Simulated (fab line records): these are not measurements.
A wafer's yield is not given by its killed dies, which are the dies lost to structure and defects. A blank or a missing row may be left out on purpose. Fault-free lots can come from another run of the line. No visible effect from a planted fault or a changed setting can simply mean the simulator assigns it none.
Matching of chambers | flow nand_harc | rie_diel-01 running NHARC_A_CONTACT_ETCH_88: 4 sister chambers
The step etches the open film in CF4, target depth 39 nm, time 65 s. 20 wafers are shown with their chamber, then 10 later ones without.

== EACH WAFER AND ITS CHAMBER ==
wafer  | chamber | showerhead_plenum_p_Torr (Torr) | oes_product_au (a.u.) | rf_fwd_power_W (W)
L077.2 | 3       | 1.77                            | 0.998                 | 298.8
L077.4 | 2       | 1.81                            | 1.013                 | 299.2
L077.6 | 2       | 1.81                            | 1.009                 | 298.3
L076.1 | 2       | 1.81                            | 1.010                 | 298.2
L076.4 | 0       | 1.67                            | 1.001                 | 298.2
L076.6 | 1       | 1.68                            | 1.011                 | 295.3
L080.3 | 2       | 1.81                            | 1.013                 | 296.7
L080.4 | 0       | 1.67                            | 1.003                 | 298.1
L080.5 | 1       | 1.68                            | 1.006                 | 295.9
L081.2 | 0       | 1.67                            | 1.010                 | 300.2
L081.5 | 1       | 1.68                            | 1.019                 | 295.9
L081.6 | 2       | 1.81                            | 1.014                 | 300.0
L088.3 | 3       | 1.76                            | 0.997                 | 297.3
L088.5 | 0       | 1.67                            | 1.001                 | 298.5
L088.6 | 2       | 1.80                            | 1.008                 | 298.0
L086.1 | 0       | 1.66                            | 0.996                 | 298.3
L086.2 | 3       | 1.76                            | 0.998                 | 296.8
L086.3 | 2       | 1.80                            | 1.012                 | 296.4
L085.4 | 2       | 1.80                            | 1.010                 | 297.5
L085.5 | 3       | 1.76                            | 1.006                 | 295.5

SIGNATURES, as means of the wafers listed above
reading                  | chamber 0 | chamber 1 | chamber 2 | chamber 3 | scatter within a chamber
showerhead_plenum_p_Torr | 1.6680    | 1.6800    | 1.8063    | 1.7625    | 0.00463
oes_product_au           | 1.00220   | 1.01200   | 1.01113   | 0.99975   | 0.00414
rf_fwd_power_W           | 298.660   | 295.700   | 298.038   | 297.100   | 1.09
Rule: for each reading, subtract the chamber's mean from the wafer's reading, divide by that reading's scatter and square the result; add these up over the readings and take the root, which gives the wafer's distance from the chamber. If the next closest chamber is less than 2 further off than the closest, the wafer can't be placed; otherwise it belongs to the closest. How the scatter is found: for the shown wafers, subtract from each reading the mean of its chamber, square and add these, divide the total by (wafers less chambers), then take the root.

== WAFERS MISSING THEIR CHAMBER ==
wafer  | showerhead_plenum_p_Torr (Torr) | oes_product_au (a.u.) | rf_fwd_power_W (W)
L085.6 | 1.66                            | 0.994                 | 299.6
L091.1 | 1.80                            | 1.014                 | 299.3
L091.3 | 1.68                            | 1.002                 | 295.6
L091.5 | 1.80                            | 1.006                 | 298.4
L093.1 | 1.80                            | 1.001                 | 300.5
L093.2 | 1.68                            | 1.003                 | 295.9
L093.6 | 1.68                            | 1.014                 | 295.3
L094.3 | 1.80                            | 1.007                 | 298.7
L094.4 | 1.68                            | 0.991                 | 296.0
L094.6 | 1.68                            | 1.001                 | 296.5

== THE CHAMBER EACH PASSED THROUGH ==
wafer  | from the rows above     | in truth
L085.6 | 0                       | 0
L091.1 | 2                       | 2
L091.3 | can't be placed: 1 or 0 | 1
L091.5 | 2                       | 2
L093.1 | 2                       | 2
L093.2 | can't be placed: 1 or 0 | 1
L093.6 | 1                       | 1
L094.3 | 2                       | 2
L094.4 | can't be placed: 0 or 1 | 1
L094.6 | can't be placed: 1 or 0 | 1
6 of 10 placed correctly. Not placeable from these rows: 4 (in 4, the candidates include the true chamber). 0 placed wrongly.
